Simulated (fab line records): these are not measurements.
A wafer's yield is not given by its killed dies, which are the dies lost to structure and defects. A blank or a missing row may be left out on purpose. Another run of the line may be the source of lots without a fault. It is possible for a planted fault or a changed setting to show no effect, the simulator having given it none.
What tool caused it? || flow nand-harc || 11 lots, 33 wafers sampled, at 4 steps of a route of 1302

WHAT THE GAUGES SHOWED, per wafer
The record lacks any reading of a measuring or inspecting step that a usual standard deviation could be used to judge.

WHAT TOOL EACH LOT RAN ON (gives the tool, then ch and the chambers of the sampled wafers, and finally the start)
{"lot": "L623", "NHARC_A_SLIT_DEP_23": "pecvd-02 ch 1,2, day 19 22:04", "NHARC_A_SLIT_ETCH_24": "rie-diel-06 ch 0,1, day 19 23:01", "NHARC_A_SLIT_ETCH_17": "har-etch-01 ch 0,1, day 20 01:36", "NHARC_A_SLIT_ETCH_26": "har-etch-01 ch 0,1, day 20 04:38"}
{"lot": "L624", "NHARC_A_SLIT_DEP_23": "pecvd-02 ch 0,1,2, day 20 06:48", "NHARC_A_SLIT_ETCH_24": "rie-diel-07 ch 2,3, day 20 07:32", "NHARC_A_SLIT_ETCH_17": "har-etch-02 ch 0,1, day 20 09:54", "NHARC_A_SLIT_ETCH_26": "har-etch-02 ch 0,1, day 20 12:23"}
{"lot": "L625", "NHARC_A_SLIT_DEP_23": "pecvd-04 ch 0,1, day 21 00:31", "NHARC_A_SLIT_ETCH_24": "rie-diel-07 ch 1,2,3, day 21 01:20", "NHARC_A_SLIT_ETCH_17": "har-etch-01 ch 1, day 21 02:43", "NHARC_A_SLIT_ETCH_26": "har-etch-01 ch 1, day 21 06:20"}
{"lot": "L626", "NHARC_A_SLIT_DEP_23": "pecvd-01 ch 0,2, day 21 00:41", "NHARC_A_SLIT_ETCH_24": "rie-diel-09 ch 2,3, day 21 01:34", "NHARC_A_SLIT_ETCH_17": "har-etch-02 ch 0,1, day 21 03:21", "NHARC_A_SLIT_ETCH_26": "har-etch-02 ch 0,1, day 21 06:24"}
{"lot": "L627", "NHARC_A_SLIT_DEP_23": "pecvd-02 ch 0,2, day 21 12:34", "NHARC_A_SLIT_ETCH_24": "rie-diel-06 ch 0,2, day 21 13:31", "NHARC_A_SLIT_ETCH_17": "har-etch-02 ch 0,1, day 21 16:31", "NHARC_A_SLIT_ETCH_26": "har-etch-02 ch 0,1, day 21 19:33"}
{"lot": "L629", "NHARC_A_SLIT_DEP_23": "pecvd-02 ch 0,2, day 22 20:46", "NHARC_A_SLIT_ETCH_24": "rie-diel-06 ch 0,2,3, day 22 21:42", "NHARC_A_SLIT_ETCH_17": "har-etch-02 ch 0,1, day 22 22:52", "NHARC_A_SLIT_ETCH_26": "har-etch-02 ch 0,1, day 23 02:31"}
{"lot": "L630", "NHARC_A_SLIT_DEP_23": "pecvd-01 ch 0,1,2, day 22 20:57", "NHARC_A_SLIT_ETCH_24": "rie-diel-09 ch 0,2,3, day 22 21:53", "NHARC_A_SLIT_ETCH_17": "har-etch-01 ch 0,1, day 22 23:04", "NHARC_A_SLIT_ETCH_26": "har-etch-01 ch 0,1, day 23 02:41"}
{"lot": "L634", "NHARC_A_SLIT_DEP_23": "pecvd-01 ch 0,1, day 24 03:20", "NHARC_A_SLIT_ETCH_24": "rie-diel-07 ch 0,1,2, day 24 04:15", "NHARC_A_SLIT_ETCH_17": "har-etch-01 ch 0, day 24 05:32", "NHARC_A_SLIT_ETCH_26": "har-etch-01 ch 0, day 24 09:11"}
{"lot": "L635", "NHARC_A_SLIT_DEP_23": "pecvd-04 ch 0,1,2, day 24 18:33", "NHARC_A_SLIT_ETCH_24": "rie-diel-07 ch 1,2, day 24 19:23", "NHARC_A_SLIT_ETCH_17": "har-etch-01 ch 0,1, day 24 22:00", "NHARC_A_SLIT_ETCH_26": "har-etch-01 ch 0,1, day 25 00:29"}
{"lot": "L641", "NHARC_A_SLIT_DEP_23": "pecvd-01 ch 0,1,2, day 27 03:43", "NHARC_A_SLIT_ETCH_24": "rie-diel-07 ch 0,2, day 27 04:38", "NHARC_A_SLIT_ETCH_17": "har-etch-01 ch 0,1, day 27 06:23", "NHARC_A_SLIT_ETCH_26": "har-etch-01 ch 0,1, day 27 09:25"}
{"lot": "L642", "NHARC_A_SLIT_DEP_23": "pecvd-01 ch 0,1,2, day 27 19:25", "NHARC_A_SLIT_ETCH_24": "rie-diel-07 ch 0,1,2, day 27 20:14", "NHARC_A_SLIT_ETCH_17": "har-etch-01 ch 1, day 27 21:23", "NHARC_A_SLIT_ETCH_26": "har-etch-01 ch 1, day 28 04:40"}
- NHARC_A_SLIT_DEP_23: deposits SiON, target thk 100 nm.
- NHARC_A_SLIT_ETCH_24: etches the open film in CF4/CHF3, target depth 121 nm, time 60.5 s.
- NHARC_A_SLIT_ETCH_17: etches the open film in C4F8/O2/Ar, time 4254.5 s, target depth 20300 nm.
- NHARC_A_SLIT_ETCH_26: etches the open film in C4F8/O2/Ar, time 90 s, target depth 400 nm.

AS READ BY THE TOOLS THEMSELVES (means over the sampled wafers that have a number; for cases with no such wafer, the mark the record gives instead)
NHARC_A_SLIT_DEP_23. Usual: 786 W for heater-power-w, sd 100.
{"lot": "L623", "tool": "pecvd-02", "heater-power-w (W)": 790, "flag": ""}
{"lot": "L624", "tool": "pecvd-02", "heater-power-w (W)": 825, "flag": ""}
{"lot": "L625", "tool": "pecvd-04", "heater-power-w (W)": 637, "flag": ""}
{"lot": "L626", "tool": "pecvd-01", "heater-power-w (W)": 830, "flag": ""}
{"lot": "L627", "tool": "pecvd-02", "heater-power-w (W)": 782, "flag": ""}
{"lot": "L629", "tool": "pecvd-02", "heater-power-w (W)": 823, "flag": ""}
{"lot": "L630", "tool": "pecvd-01", "heater-power-w (W)": 886, "flag": ""}
{"lot": "L634", "tool": "pecvd-01", "heater-power-w (W)": 783, "flag": ""}
{"lot": "L635", "tool": "pecvd-04", "heater-power-w (W)": 645, "flag": ""}
{"lot": "L641", "tool": "pecvd-01", "heater-power-w (W)": 838, "flag": ""}
{"lot": "L642", "tool": "pecvd-01", "heater-power-w (W)": 893, "flag": ""}

NHARC_A_SLIT_ETCH_24. Usual: chamber-pressure-mTorr 25.001 mTorr, standard deviation 0.022; drypump-motor-current-A 5.4 A, standard deviation 0.32; mfc-ar-sccm 0.012 sccm, standard deviation 0.014; oes-product-au 0.961 a.u., standard deviation 0.017; rf-fwd-power-W 496.0 W, standard deviation 1.8; rf-vpp-V 370.4 V, standard deviation 2.1; showerhead-plenum-p-Torr 1.57 Torr, standard deviation 0.062; throttle-valve-pct 16.803 %, standard deviation 0.009.
{"lot": "L623", "tool": "rie-diel-06", "chamber-pressure-mTorr (mTorr)": 25.015, "drypump-motor-current-A (A)": 5.1, "mfc-ar-sccm (sccm)": 0.012, "oes-product-au (a.u.)": 0.968, "rf-fwd-power-W (W)": 496.5, "rf-vpp-V (V)": 369.1, "showerhead-plenum-p-Torr (Torr)": 1.54, "throttle-valve-pct (%)": 16.799, "flag": ""}
{"lot": "L624", "tool": "rie-diel-07", "chamber-pressure-mTorr (mTorr)": 24.979, "drypump-motor-current-A (A)": 5.3, "mfc-ar-sccm (sccm)": 0.005, "oes-product-au (a.u.)": 0.920, "rf-fwd-power-W (W)": 494.5, "rf-vpp-V (V)": 368.8, "showerhead-plenum-p-Torr (Torr)": 1.51, "throttle-valve-pct (%)": 16.798, "flag": ""}
{"lot": "L625", "tool": "rie-diel-07", "chamber-pressure-mTorr (mTorr)": 25.009, "drypump-motor-current-A (A)": 5.5, "mfc-ar-sccm (sccm)": 0.005, "oes-product-au (a.u.)": 0.970, "rf-fwd-power-W (W)": 495.9, "rf-vpp-V (V)": 369.9, "showerhead-plenum-p-Torr (Torr)": 1.56, "throttle-valve-pct (%)": 16.809, "flag": ""}
{"lot": "L626", "tool": "rie-diel-09", "chamber-pressure-mTorr (mTorr)": 24.985, "drypump-motor-current-A (A)": 5.6, "mfc-ar-sccm (sccm)": 0.027, "oes-product-au (a.u.)": 0.980, "rf-fwd-power-W (W)": 497.4, "rf-vpp-V (V)": 368.4, "showerhead-plenum-p-Torr (Torr)": 1.52, "throttle-valve-pct (%)": 16.794, "flag": ""}
{"lot": "L627", "tool": "rie-diel-06", "chamber-pressure-mTorr (mTorr)": 24.991, "drypump-motor-current-A (A)": 5.3, "mfc-ar-sccm (sccm)": 0.028, "oes-product-au (a.u.)": 0.967, "rf-fwd-power-W (W)": 496.3, "rf-vpp-V (V)": 370.9, "showerhead-plenum-p-Torr (Torr)": 1.59, "throttle-valve-pct (%)": 16.798, "flag": ""}
{"lot": "L629", "tool": "rie-diel-06", "chamber-pressure-mTorr (mTorr)": 25.014, "drypump-motor-current-A (A)": 5.5, "mfc-ar-sccm (sccm)": 0.016, "oes-product-au (a.u.)": 0.972, "rf-fwd-power-W (W)": 495.9, "rf-vpp-V (V)": 372.4, "showerhead-plenum-p-Torr (Torr)": 1.60, "throttle-valve-pct (%)": 16.806, "flag": ""}
{"lot": "L630", "tool": "rie-diel-09", "chamber-pressure-mTorr (mTorr)": 24.995, "drypump-motor-current-A (A)": 5.5, "mfc-ar-sccm (sccm)": 0.018, "oes-product-au (a.u.)": 0.975, "rf-fwd-power-W (W)": 496.0, "rf-vpp-V (V)": 369.8, "showerhead-plenum-p-Torr (Torr)": 1.56, "throttle-valve-pct (%)": 16.800, "flag": ""}
{"lot": "L634", "tool": "rie-diel-07", "chamber-pressure-mTorr (mTorr)": 24.994, "drypump-motor-current-A (A)": 5.6, "mfc-ar-sccm (sccm)": 0.008, "oes-product-au (a.u.)": 0.951, "rf-fwd-power-W (W)": 497.8, "rf-vpp-V (V)": 370.5, "showerhead-plenum-p-Torr (Torr)": 1.58, "throttle-valve-pct (%)": 16.808, "flag": ""}
{"lot": "L635", "tool": "rie-diel-07", "chamber-pressure-mTorr (mTorr)": 24.990, "drypump-motor-current-A (A)": 5.5, "mfc-ar-sccm (sccm)": 0.000, "oes-product-au (a.u.)": 0.961, "rf-fwd-power-W (W)": 495.7, "rf-vpp-V (V)": 370.7, "showerhead-plenum-p-Torr (Torr)": 1.58, "throttle-valve-pct (%)": 16.803, "flag": ""}
{"lot": "L641", "tool": "rie-diel-07", "chamber-pressure-mTorr (mTorr)": 24.992, "drypump-motor-current-A (A)": 5.4, "mfc-ar-sccm (sccm)": 0.008, "oes-product-au (a.u.)": 1.173, "rf-fwd-power-W (W)": 694.6, "rf-vpp-V (V)": 369.1, "showerhead-plenum-p-Torr (Torr)": 1.52, "throttle-valve-pct (%)": 16.805, "flag": "OFF"}
{"lot": "L642", "tool": "rie-diel-07", "chamber-pressure-mTorr (mTorr)": 24.998, "drypump-motor-current-A (A)": 5.6, "mfc-ar-sccm (sccm)": 0.008, "oes-product-au (a.u.)": 1.211, "rf-fwd-power-W (W)": 695.1, "rf-vpp-V (V)": 371.4, "showerhead-plenum-p-Torr (Torr)": 1.57, "throttle-valve-pct (%)": 16.800, "flag": "OFF"}

NHARC_A_SLIT_ETCH_17. Usual: chamber-pressure-mTorr 19.998 mTorr, standard deviation 0.019; drypump-motor-current-A 5.6 A, standard deviation 0.58; mfc-ar-sccm 375.0 sccm, standard deviation 1.1; showerhead-plenum-p-Torr 3.61 Torr, standard deviation 0.18; throttle-valve-pct 32.045 %, standard deviation 0.009.
{"lot": "L623", "tool": "har-etch-01", "chamber-pressure-mTorr (mTorr)": 20.008, "drypump-motor-current-A (A)": 5.1, "mfc-ar-sccm (sccm)": 374.1, "showerhead-plenum-p-Torr (Torr)": 3.49, "throttle-valve-pct (%)": 32.050, "flag": ""}
{"lot": "L624", "tool": "har-etch-02", "chamber-pressure-mTorr (mTorr)": 20.016, "drypump-motor-current-A (A)": 6.1, "mfc-ar-sccm (sccm)": 374.6, "showerhead-plenum-p-Torr (Torr)": 3.85, "throttle-valve-pct (%)": 32.048, "flag": ""}
{"lot": "L625", "tool": "har-etch-01", "chamber-pressure-mTorr (mTorr)": 19.992, "drypump-motor-current-A (A)": 5.0, "mfc-ar-sccm (sccm)": 373.9, "showerhead-plenum-p-Torr (Torr)": 3.50, "throttle-valve-pct (%)": 32.047, "flag": ""}
{"lot": "L626", "tool": "har-etch-02", "chamber-pressure-mTorr (mTorr)": 19.991, "drypump-motor-current-A (A)": 6.2, "mfc-ar-sccm (sccm)": 374.0, "showerhead-plenum-p-Torr (Torr)": 3.84, "throttle-valve-pct (%)": 32.041, "flag": ""}
{"lot": "L627", "tool": "har-etch-02", "chamber-pressure-mTorr (mTorr)": 20.001, "drypump-motor-current-A (A)": 6.3, "mfc-ar-sccm (sccm)": 375.5, "showerhead-plenum-p-Torr (Torr)": 3.76, "throttle-valve-pct (%)": 32.041, "flag": ""}
{"lot": "L629", "tool": "har-etch-02", "chamber-pressure-mTorr (mTorr)": 19.982, "drypump-motor-current-A (A)": 6.3, "mfc-ar-sccm (sccm)": 374.4, "showerhead-plenum-p-Torr (Torr)": 3.75, "throttle-valve-pct (%)": 32.041, "flag": ""}
{"lot": "L630", "tool": "har-etch-01", "chamber-pressure-mTorr (mTorr)": 19.999, "drypump-motor-current-A (A)": 5.1, "mfc-ar-sccm (sccm)": 374.9, "showerhead-plenum-p-Torr (Torr)": 3.47, "throttle-valve-pct (%)": 32.047, "flag": ""}
{"lot": "L634", "tool": "har-etch-01", "chamber-pressure-mTorr (mTorr)": 19.985, "drypump-motor-current-A (A)": 5.2, "mfc-ar-sccm (sccm)": 374.0, "showerhead-plenum-p-Torr (Torr)": 3.42, "throttle-valve-pct (%)": 32.044, "flag": ""}
{"lot": "L635", "tool": "har-etch-01", "chamber-pressure-mTorr (mTorr)": 19.995, "drypump-motor-current-A (A)": 5.1, "mfc-ar-sccm (sccm)": 374.3, "showerhead-plenum-p-Torr (Torr)": 3.44, "throttle-valve-pct (%)": 32.052, "flag": ""}
{"lot": "L641", "tool": "har-etch-01", "chamber-pressure-mTorr (mTorr)": 20.002, "drypump-motor-current-A (A)": 5.1, "mfc-ar-sccm (sccm)": 374.4, "showerhead-plenum-p-Torr (Torr)": 3.44, "throttle-valve-pct (%)": 32.049, "flag": ""}
{"lot": "L642", "tool": "har-etch-01", "chamber-pressure-mTorr (mTorr)": 19.976, "drypump-motor-current-A (A)": 5.0, "mfc-ar-sccm (sccm)": 374.0, "showerhead-plenum-p-Torr (Torr)": 3.45, "throttle-valve-pct (%)": 32.036, "flag": ""}

NHARC_A_SLIT_ETCH_26. Usual: chamber-pressure-mTorr 24.998 mTorr, standard deviation 0.021; drypump-motor-current-A 5.6 A, standard deviation 0.57; mfc-ar-sccm 375.2 sccm, standard deviation 1.2; rf-fwd-power-W 1991 W, standard deviation 6.1; showerhead-plenum-p-Torr 3.64 Torr, standard deviation 0.19; throttle-valve-pct 27.620 %, standard deviation 0.0095.
{"lot": "L623", "tool": "har-etch-01", "chamber-pressure-mTorr (mTorr)": 25.022, "drypump-motor-current-A (A)": 5.1, "mfc-ar-sccm (sccm)": 375.2, "rf-fwd-power-W (W)": 1993, "showerhead-plenum-p-Torr (Torr)": 3.51, "throttle-valve-pct (%)": 27.621, "flag": ""}
{"lot": "L624", "tool": "har-etch-02", "chamber-pressure-mTorr (mTorr)": 24.993, "drypump-motor-current-A (A)": 6.1, "mfc-ar-sccm (sccm)": 375.3, "rf-fwd-power-W (W)": 1993, "showerhead-plenum-p-Torr (Torr)": 3.88, "throttle-valve-pct (%)": 27.619, "flag": ""}
{"lot": "L625", "tool": "har-etch-01", "chamber-pressure-mTorr (mTorr)": 25.011, "drypump-motor-current-A (A)": 5.0, "mfc-ar-sccm (sccm)": 374.1, "rf-fwd-power-W (W)": 1988, "showerhead-plenum-p-Torr (Torr)": 3.53, "throttle-valve-pct (%)": 27.625, "flag": ""}
{"lot": "L626", "tool": "har-etch-02", "chamber-pressure-mTorr (mTorr)": 24.993, "drypump-motor-current-A (A)": 6.1, "mfc-ar-sccm (sccm)": 375.4, "rf-fwd-power-W (W)": 1990, "showerhead-plenum-p-Torr (Torr)": 3.87, "throttle-valve-pct (%)": 27.626, "flag": ""}
{"lot": "L627", "tool": "har-etch-02", "chamber-pressure-mTorr (mTorr)": 25.008, "drypump-motor-current-A (A)": 6.3, "mfc-ar-sccm (sccm)": 374.7, "rf-fwd-power-W (W)": 1991, "showerhead-plenum-p-Torr (Torr)": 3.79, "throttle-valve-pct (%)": 27.620, "flag": ""}
{"lot": "L629", "tool": "har-etch-02", "chamber-pressure-mTorr (mTorr)": 25.000, "drypump-motor-current-A (A)": 6.2, "mfc-ar-sccm (sccm)": 375.8, "rf-fwd-power-W (W)": 1991, "showerhead-plenum-p-Torr (Torr)": 3.79, "throttle-valve-pct (%)": 27.623, "flag": ""}
{"lot": "L630", "tool": "har-etch-01", "chamber-pressure-mTorr (mTorr)": 24.982, "drypump-motor-current-A (A)": 5.1, "mfc-ar-sccm (sccm)": 374.5, "rf-fwd-power-W (W)": 1990, "showerhead-plenum-p-Torr (Torr)": 3.49, "throttle-valve-pct (%)": 27.623, "flag": ""}
{"lot": "L634", "tool": "har-etch-01", "chamber-pressure-mTorr (mTorr)": 24.989, "drypump-motor-current-A (A)": 5.2, "mfc-ar-sccm (sccm)": 374.2, "rf-fwd-power-W (W)": 1992, "showerhead-plenum-p-Torr (Torr)": 3.44, "throttle-valve-pct (%)": 27.611, "flag": ""}
{"lot": "L635", "tool": "har-etch-01", "chamber-pressure-mTorr (mTorr)": 24.994, "drypump-motor-current-A (A)": 5.1, "mfc-ar-sccm (sccm)": 375.9, "rf-fwd-power-W (W)": 1981, "showerhead-plenum-p-Torr (Torr)": 3.46, "throttle-valve-pct (%)": 27.622, "flag": ""}
{"lot": "L641", "tool": "har-etch-01", "chamber-pressure-mTorr (mTorr)": 24.984, "drypump-motor-current-A (A)": 5.1, "mfc-ar-sccm (sccm)": 375.1, "rf-fwd-power-W (W)": 1995, "showerhead-plenum-p-Torr (Torr)": 3.46, "throttle-valve-pct (%)": 27.625, "flag": ""}
{"lot": "L642", "tool": "har-etch-01", "chamber-pressure-mTorr (mTorr)": 25.002, "drypump-motor-current-A (A)": 5.0, "mfc-ar-sccm (sccm)": 377.1, "rf-fwd-power-W (W)": 1990, "showerhead-plenum-p-Torr (Torr)": 3.48, "throttle-valve-pct (%)": 27.625, "flag": ""}

THE ANSWER, worked out from the rows above alone
Rule: lot off if the mean of its wafers having a number is beyond 3 standard deviations from the usual mean. A lot without any number at a reading at which 4 lots or more have one is off too. Where the step has rows for the other lots, those lots are counted as sound. Order of review: gauges by route order, followed by the tools' own readings, for which a lot's mean as printed above is used. At the first step where some lot is off, the reading lying furthest off is the one used; lots without a number count as furthest.
Off: L641, L642 (NHARC_A_SLIT_ETCH_24, rf-fwd-power-W).
A tool fits if, at that step or a process step before it, it ran every lot that is off, and no sound lot after the first of them. Undecided on this evidence; 2 tools fit (pecvd-01 at NHARC_A_SLIT_DEP_23, rie-diel-07 at NHARC_A_SLIT_ETCH_24).

WHAT THE SIMULATOR PUT IN
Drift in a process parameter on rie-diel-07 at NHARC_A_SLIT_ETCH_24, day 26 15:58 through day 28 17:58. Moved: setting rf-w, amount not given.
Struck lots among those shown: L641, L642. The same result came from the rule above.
